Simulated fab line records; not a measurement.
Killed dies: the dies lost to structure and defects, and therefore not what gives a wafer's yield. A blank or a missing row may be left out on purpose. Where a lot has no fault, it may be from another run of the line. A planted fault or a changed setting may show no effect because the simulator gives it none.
Which tool did it? | flow nand-harc | 39 wafers from 13 lots sampled at 6 of the route's 1159 steps

== WHAT EACH GAUGE READ, for each wafer ==
NHARC_P_GATE_INSPECT_68.
lot  | measured     | on                | raw-defect-count
L515 | day 5 04:10  | defect-inspect-01 | 197 286 230
L516 | day 5 19:52  | defect-inspect-02 | 518 332 288
L518 | day 5 21:59  | defect-inspect-02 | 236 123 230
L517 | day 5 22:19  | defect-inspect-02 | 139 152 122
L520 | day 6 11:06  | defect-inspect-01 | 336 253 257
L522 | day 7 06:13  | defect-inspect-01 | 399 424 451
L526 | day 8 22:31  | defect-inspect-02 | 124 156 286
L528 | day 8 23:36  | defect-inspect-01 | 359 271 276
L527 | day 9 00:29  | defect-inspect-01 | 276 185 239
L531 | day 9 16:28  | defect-inspect-02 | 421 186 201
L533 | day 9 21:32  | defect-inspect-01 | 208 270 325
L536 | day 10 11:43 | defect-inspect-01 | 168 147 160
L537 | day 10 21:17 | defect-inspect-02 | 317 169 150

NHARC_END_SORT_01.
lot  | measured     | on        | killed-at-array | killed-at-other | killed-at-periphery | killed-dies | killed-open | killed-short
L515 | day 19 18:32 | prober-01 | 32 31 29        | 0 0 0           | 2 2 3               | 34 33 32    | 1 2 2       | 2 4 5
L516 | day 20 03:16 | prober-01 | 26 22 24        | 0 2 1           | 1 1 1               | 27 25 26    | 4 1 4       | 2 1 2
L518 | day 20 03:53 | prober-02 | 27 32 28        | 0 0 1           | 2 1 0               | 29 33 29    | 1 3 3       | 1 2 3
L517 | day 20 10:50 | prober-02 | 14 18 10        | 0 0 0           | 0 2 1               | 14 20 11    | 6 4 4       | 0 1 1
L520 | day 20 18:55 | prober-02 | 30 26 23        | 0 0 0           | 3 3 1               | 33 29 24    | 0 2 1       | 6 2 0
L522 | day 21 01:56 | prober-02 | 32 36           | 0 0             | 65 51               | 97 87       | 3 3         | 1 0
L526 | day 22 11:58 | prober-01 | 34 31 28        | 1 0 0           | 3 4 8               | 38 35 36    | 6 4 5       | 4 2 1
L528 | day 23 16:49 | prober-02 | 40 39 45        | 0 1 0           | 3 0 3               | 43 40 48    | 1 0 4       | 1 3 2
L527 | day 23 08:32 | prober-01 | 15 16 17        | 1 0 1           | 2 4 6               | 18 20 24    | 1 5 3       | 1 2 3
L531 | day 24 08:30 | prober-02 | 35 30 46        | 1 3 1           | 2 2 3               | 38 35 50    | 2 3 5       | 1 4 7
L533 | day 23 22:50 | prober-01 | 20 12 21        | 2 0 0           | 5 5 5               | 27 17 26    | 1 1 4       | 1 2 4
L536 | day 24 23:18 | prober-02 | 50 41 49        | 0 0 1           | 2 1 3               | 52 42 53    | 1 1 5       | 0 2 2
L537 | day 25 15:50 | prober-02 | 33 40 40        | 0 0 1           | 3 0 0               | 36 40 41    | 3 2 1       | 2 2 2

== WHICH TOOL RAN EACH LOT (tool, then ch and the chambers of the sampled wafers, then the start) ==
lot  | NHARC_P_GATE_STRIP_95                | NHARC_P_GATE_STRIP_96               | NHARC_P_GATE_RTA_82              | NHARC_P_CONTACT_DEP_00
L515 | plasma-asher-02 ch 0, day 5 02:19    | wet-bench-04 ch 0,1,7, day 5 02:32  | rtp-anneal-01 ch 0, day 5 03:58  | pecvd-01 ch 0,2, day 19 18:32 or earlier
L516 | plasma-asher-02 ch 0,1, day 5 18:01  | wet-bench-04 ch 0,1,4, day 5 18:13  | rtp-anneal-01 ch 0, day 5 19:42  | pecvd-01 ch 1,2, day 20 03:16 or earlier
L518 | plasma-asher-02 ch 0,1, day 5 19:59  | wet-bench-01 ch 1,4,5, day 5 20:11  | rtp-anneal-01 ch 0, day 5 21:50  | pecvd-01 ch 0,1,2, day 20 03:53 or earlier
L517 | plasma-asher-01 ch 0,1, day 5 20:30  | wet-bench-02 ch 0,2,6, day 5 20:43  | rtp-anneal-02 ch 0, day 5 22:09  | pecvd-04 ch 1,2, day 20 10:50 or earlier
L520 | plasma-asher-02 ch 0,1, day 6 09:16  | wet-bench-01 ch 0,1,2, day 6 09:29  | rtp-anneal-01 ch 0, day 6 10:56  | pecvd-04 ch 0,1,2, day 20 18:55 or earlier
L522 | plasma-asher-01 ch 0,1, day 7 04:22  | wet-bench-01 ch 2,3,6, day 7 04:35  | rtp-anneal-02 ch 0, day 7 06:01  | pecvd-03 ch 0,1,2, day 21 01:56 or earlier
L526 | plasma-asher-01 ch 0,1, day 8 20:41  | wet-bench-04 ch 1,3,7, day 8 20:54  | rtp-anneal-01 ch 0, day 8 22:20  | pecvd-04 ch 0,2, day 22 11:58 or earlier
L528 | plasma-asher-01 ch 0,1, day 8 21:46  | wet-bench-04 ch 4,5,6, day 8 21:59  | rtp-anneal-01 ch 0, day 8 23:26  | pecvd-01 ch 0,2, day 23 16:49 or earlier
L527 | plasma-asher-01 ch 1, day 8 22:40    | wet-bench-02 ch 2,6,7, day 8 22:53  | rtp-anneal-01 ch 0, day 9 00:17  | pecvd-03 ch 0,1,2, day 23 08:32 or earlier
L531 | plasma-asher-02 ch 0,1, day 9 14:26  | wet-bench-04 ch 2,5,7, day 9 14:38  | rtp-anneal-02 ch 0, day 9 16:19  | pecvd-01 ch 0,1,2, day 24 08:30 or earlier
L533 | plasma-asher-01 ch 0,1, day 9 19:40  | wet-bench-02 ch 0,6,7, day 9 19:54  | rtp-anneal-01 ch 0, day 9 21:20  | pecvd-01 ch 0,1, day 23 22:50 or earlier
L536 | plasma-asher-01 ch 0,1, day 10 09:53 | wet-bench-02 ch 1,4,6, day 10 10:06 | rtp-anneal-02 ch 0, day 10 11:31 | pecvd-03 ch 0,1,2, day 24 23:18 or earlier
L537 | plasma-asher-02 ch 0,1, day 10 19:27 | wet-bench-02 ch 0,1,4, day 10 19:40 | rtp-anneal-01 ch 0, day 10 21:07 | pecvd-04 ch 0,1, day 25 15:50 or earlier
- NHARC_P_GATE_STRIP_95: strips in O2.
- NHARC_P_GATE_STRIP_96: strips in SPM, time 900 s.
- NHARC_P_GATE_RTA_82: time 30 s.
- NHARC_P_CONTACT_DEP_00: deposits SiO2, target thk 500 nm.

== AS READ BY THE TOOLS THEMSELVES (means over the sampled wafers that have a number; for cases with no such wafer, the mark the record gives instead) ==
NHARC_P_GATE_STRIP_95.
lot  | tool            | drypump-motor-current-A (A) | heater-power-w (W)
L515 | plasma-asher-02 | 5.3                         | 316
L516 | plasma-asher-02 | 5.6                         | 296
L518 | plasma-asher-02 | 5.5                         | 296
L517 | plasma-asher-01 | 5.9                         | 319
L520 | plasma-asher-02 | 5.4                         | 313
L522 | plasma-asher-01 | 5.6                         | 334
L526 | plasma-asher-01 | 5.6                         | 338
L528 | plasma-asher-01 | 5.6                         | 336
L527 | plasma-asher-01 | 6.1                         | 295
L531 | plasma-asher-02 | 5.5                         | 305
L533 | plasma-asher-01 | 5.8                         | 320
L536 | plasma-asher-01 | 5.6                         | 337
L537 | plasma-asher-02 | 5.5                         | 307

NHARC_P_GATE_STRIP_96.
lot  | tool         | bath-heat-duty-pct (%)
L515 | wet-bench-04 | 15.0
L516 | wet-bench-04 | 15.1
L518 | wet-bench-01 | 14.1
L517 | wet-bench-02 | 15.5
L520 | wet-bench-01 | 17.7
L522 | wet-bench-01 | 16.9
L526 | wet-bench-04 | 14.7
L528 | wet-bench-04 | 13.5
L527 | wet-bench-02 | 17.1
L531 | wet-bench-04 | 14.4
L533 | wet-bench-02 | 15.1
L536 | wet-bench-02 | 14.9
L537 | wet-bench-02 | 14.0

NHARC_P_GATE_RTA_82.
lot  | tool          | lamp-power-pct (%) | wafer_temp_C_max
L515 | rtp-anneal-01 | 4.3                | 452.9
L516 | rtp-anneal-01 | 4.3                | 452.8
L518 | rtp-anneal-01 | 4.3                | 452.1
L517 | rtp-anneal-02 | 3.6                | 452.6
L520 | rtp-anneal-01 | 4.3                | 452.6
L522 | rtp-anneal-02 | 3.6                | 452.4
L526 | rtp-anneal-01 | 4.3                | 452.4
L528 | rtp-anneal-01 | 4.3                | 452.8
L527 | rtp-anneal-01 | 4.3                | 453.0
L531 | rtp-anneal-02 | 3.6                | 452.5
L533 | rtp-anneal-01 | 4.3                | 452.6
L536 | rtp-anneal-02 | 3.6                | 452.2
L537 | rtp-anneal-01 | 4.3                | 452.2

NHARC_P_CONTACT_DEP_00.
lot  | tool     | heater-power-w (W) | showerhead-vpp-V (V) | throttle-valve-pct (%)
L515 | pecvd-01 | 634                | 1856                 | 16.2
L516 | pecvd-01 | 569                | 1915                 | 16.1
L518 | pecvd-01 | 642                | 1901                 | 16.0
L517 | pecvd-04 | 497                | 1770                 | 15.9
L520 | pecvd-04 | 586                | 1802                 | 15.4
L522 | pecvd-03 | 611                | 1811                 | 16.1
L526 | pecvd-04 | 497                | 1814                 | 15.5
L528 | pecvd-01 | 633                | 1853                 | 16.3
L527 | pecvd-03 | 632                | 1806                 | 16.3
L531 | pecvd-01 | 570                | 1891                 | 16.2
L533 | pecvd-01 | 596                | 1916                 | 16.2
L536 | pecvd-03 | 610                | 1809                 | 16.1
L537 | pecvd-04 | 559                | 1841                 | 15.0

== THE ANSWER, worked out from the rows above alone ==
Rule: what is usual is taken from the lots themselves. The widest of any qualifying gaps counts: lots, ordered by their means at a reading, are off when they make up no more than a third of the lots, leave a main group of 4 or more, and stand apart from it by 3 or more times the standard deviation of that group's means. Not used: any main group whose means are identical at the precision the tables above print for the reading. Also off: a lot with no number at a reading for which 4 or more lots have one. Any other lot the step has rows for is counted as sound. First the gauges in route order, then the tools' own readings, where a lot's mean is used as printed above. At the first step where some lot is off, the reading lying furthest off is the one used; lots without a number count as furthest.
Off, at NHARC_END_SORT_01 on killed-at-periphery: L522. For the main group the mean is 2.4 and the standard deviation 1.4.
If a tool, at a process step before that reading, ran all the lots that are off and no sound lot after the first of them, it fits. The gauges at NHARC_END_SORT_01 are tried like those tools. NHARC_P_CONTACT_DEP_00 gives no start for some lots, so the hours and the order of its lots are those of NHARC_END_SORT_01. One fits: wet-bench-01 at NHARC_P_GATE_STRIP_96. Its last sound lot is L520 (day 6 09:29), its first lot that is off L522 (day 7 04:35): a fault that began between those two fits.

== WHAT THE SIMULATOR HAD INSERTED ==
Chamber particle source: wet-bench-01, from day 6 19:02 on, at NHARC_P_GATE_STRIP_96. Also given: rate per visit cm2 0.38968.
Lots struck among those shown: L522. The rule above reached the same finding.
